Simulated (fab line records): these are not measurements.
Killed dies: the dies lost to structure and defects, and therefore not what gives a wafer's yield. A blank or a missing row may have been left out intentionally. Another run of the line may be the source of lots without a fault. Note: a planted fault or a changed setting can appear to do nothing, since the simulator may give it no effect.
The tool behind it: which one?	flow n5 finfet	Sampling: 6 lots, 18 wafers, 3 of 1938 route steps

WHAT THE GAUGES READ, wafer by wafer
N5_PASSIVATION_OVL_MEAS_66.
lot	measured	on	PASS_OPEN_OVL (nm)
L368	day 12 22:20	overlay-01	8 10 7
L371	day 14 14:11	overlay-02	0 -4 0
L376	day 15 05:20	overlay-01	10 11 2
L379	day 15 21:38	overlay-02	4 -2 7
L381	day 16 18:19	overlay-01	10 13 15
L387	day 18 16:56	overlay-01	2 13 8

WHICH TOOL RAN EACH LOT (tool, then ch and the chambers of the sampled wafers, then the start)
lot	N5_BEOL_M10_ETCH_65	N5_PASSIVATION_PECVD_55
L368	rie diel-06 ch 1,3, day 10 19:51	pecvd-04 ch 0,1,2, day 12 17:01
L371	rie diel-06 ch 0,2,3, day 12 13:13	pecvd-04 ch 0,1,2, day 14 09:36
L376	rie diel-06 ch 0,2,3, day 12 23:02	pecvd-04 ch 0,1, day 14 22:38
L379	rie diel-06 ch 1,2,3, day 13 21:41	pecvd-04 ch 0,1, day 15 17:22
L381	rie diel-02 ch 0,2,3, day 14 19:54	pecvd-01 ch 0,2, day 16 13:43
L387	rie diel-02 ch 0,1,2, day 16 11:30	pecvd-01 ch 0,1,2, day 18 10:19
- N5_BEOL_M10_ETCH_65: etches SiARC in CF4, target depth 39 nm, time 65 s.
- N5_PASSIVATION_PECVD_55: deposits SiO2 from SiH4/N2O, target thk 400 nm, time 22.5 s.

THE ANSWER, worked out from the rows above alone
Rule: what is usual is taken from the lots themselves. Put in order of their means at a reading, lots are off if they are a third of the lots or fewer, leave a main group of 4 or more, and stand apart from it by a gap of 3 or more times the standard deviation of the main group's means; of several such gaps the widest counts. A main group is skipped when, at the precision printed for the reading in the tables above, its means are all equal. Also off: a lot with no number at a reading for which 4 or more lots have one. Any other lot the step has rows for is counted as sound.
Across all readings shown, no lot is off: no conclusion can be drawn from this.

WHAT THE SIMULATOR HAD PUT IN
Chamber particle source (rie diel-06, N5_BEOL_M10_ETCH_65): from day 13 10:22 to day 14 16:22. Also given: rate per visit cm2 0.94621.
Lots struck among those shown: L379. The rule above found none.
